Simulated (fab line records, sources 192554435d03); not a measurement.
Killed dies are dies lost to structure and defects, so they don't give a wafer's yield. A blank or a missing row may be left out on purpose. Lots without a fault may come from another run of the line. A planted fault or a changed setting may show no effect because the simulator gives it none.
Chamber matching | flow n5_finfet | N5_BEOL_M13_ETCH_59 on rie_diel-04: 4 sister chambers
The step etches BARC in N2/H2, target depth 89 nm, overetch 26.7 nm, time 67.9 s. 22 wafers are shown with their chamber, then 11 later ones without.

WAFERS WITH THEIR CHAMBER
wafer  | chamber | showerhead_plenum_p_Torr (Torr) | drypump_motor_current_A (A) | throttle_valve_pct (%)
L074.3 | 2       | 2.69                            | 6.1                         | 18.11
L074.5 | 2       | 2.69                            | 6.2                         | 18.13
L074.6 | 3       | 2.46                            | 6.2                         | 18.36
L079.2 | 3       | 2.46                            | 6.2                         | 18.37
L079.3 | 2       | 2.68                            | 6.2                         | 18.15
L079.4 | 1       | 2.49                            | 5.2                         | 17.57
L080.2 | 0       | 2.71                            | 4.8                         | 17.71
L080.5 | 0       | 2.71                            | 4.8                         | 17.72
L080.6 | 1       | 2.49                            | 5.2                         | 17.56
L081.1 | 1       | 2.49                            | 5.2                         | 17.56
L081.4 | 0       | 2.70                            | 4.8                         | 17.73
L081.5 | 0       | 2.70                            | 4.8                         | 17.72
L084.2 | 3       | 2.45                            | 6.2                         | 18.39
L084.3 | 1       | 2.49                            | 5.1                         | 17.56
L084.5 | 1       | 2.49                            | 5.2                         | 17.57
L085.2 | 0       | 2.70                            | 4.8                         | 17.74
L085.3 | 3       | 2.45                            | 6.2                         | 18.38
L085.4 | 2       | 2.68                            | 6.2                         | 18.16
L086.1 | 2       | 2.68                            | 6.1                         | 18.17
L086.5 | 0       | 2.70                            | 4.8                         | 17.73
L086.6 | 3       | 2.45                            | 6.2                         | 18.38
L092.1 | 0       | 2.70                            | 4.8                         | 17.76

SIGNATURES (means of the wafers above)
reading                  | chamber 0 | chamber 1 | chamber 2 | chamber 3 | scatter within a chamber
showerhead_plenum_p_Torr | 2.7029    | 2.4900    | 2.6840    | 2.4540    | 0.00461
drypump_motor_current_A  | 4.800     | 5.180     | 6.160     | 6.200     | 0.0333
throttle_valve_pct       | 17.7300   | 17.5640   | 18.1440   | 18.3760   | 0.0159
Rule: a wafer's distance from a chamber is the root of the sum, over the readings, of the square of ((its reading less the chamber's mean) divided by the reading's scatter). The wafer belongs to the nearest chamber; if the next one is less than 2 further off, it can't be placed. The scatter: the root of (the sum of the squares of (reading less its chamber's mean) over the shown wafers, divided by (wafers less chambers)).

WAFERS WITHOUT THEIR CHAMBER
wafer  | showerhead_plenum_p_Torr (Torr) | drypump_motor_current_A (A) | throttle_valve_pct (%)
L092.4 | 2.67                            | 6.1                         | 18.16
L092.6 | 2.48                            | 5.2                         | 17.58
L090.1 | 2.67                            | 6.2                         | 18.16
L090.3 | 2.70                            | 4.8                         | 17.75
L090.4 | 2.48                            | 5.2                         | 17.59
L095.3 | 2.45                            | 6.2                         | 18.39
L095.5 | 2.45                            | 6.2                         | 18.41
L095.6 | 2.69                            | 4.8                         | 17.77
L096.1 | 2.67                            | 6.2                         | 18.20
L096.2 | 2.48                            | 5.2                         | 17.61
L096.4 | 2.69                            | 4.8                         | 17.77

WHICH CHAMBER EACH WENT THROUGH
wafer  | from the rows above | in truth
L092.4 | 2                   | 2
L092.6 | 1                   | 1
L090.1 | 2                   | 2
L090.3 | 0                   | 0
L090.4 | 1                   | 1
L095.3 | 3                   | 3
L095.5 | 3                   | 3
L095.6 | 0                   | 0
L096.1 | 2                   | 2
L096.2 | 1                   | 1
L096.4 | 0                   | 0
Placed correctly: 11 of 11. Can't be placed from these rows: 0. Placed wrongly: 0.
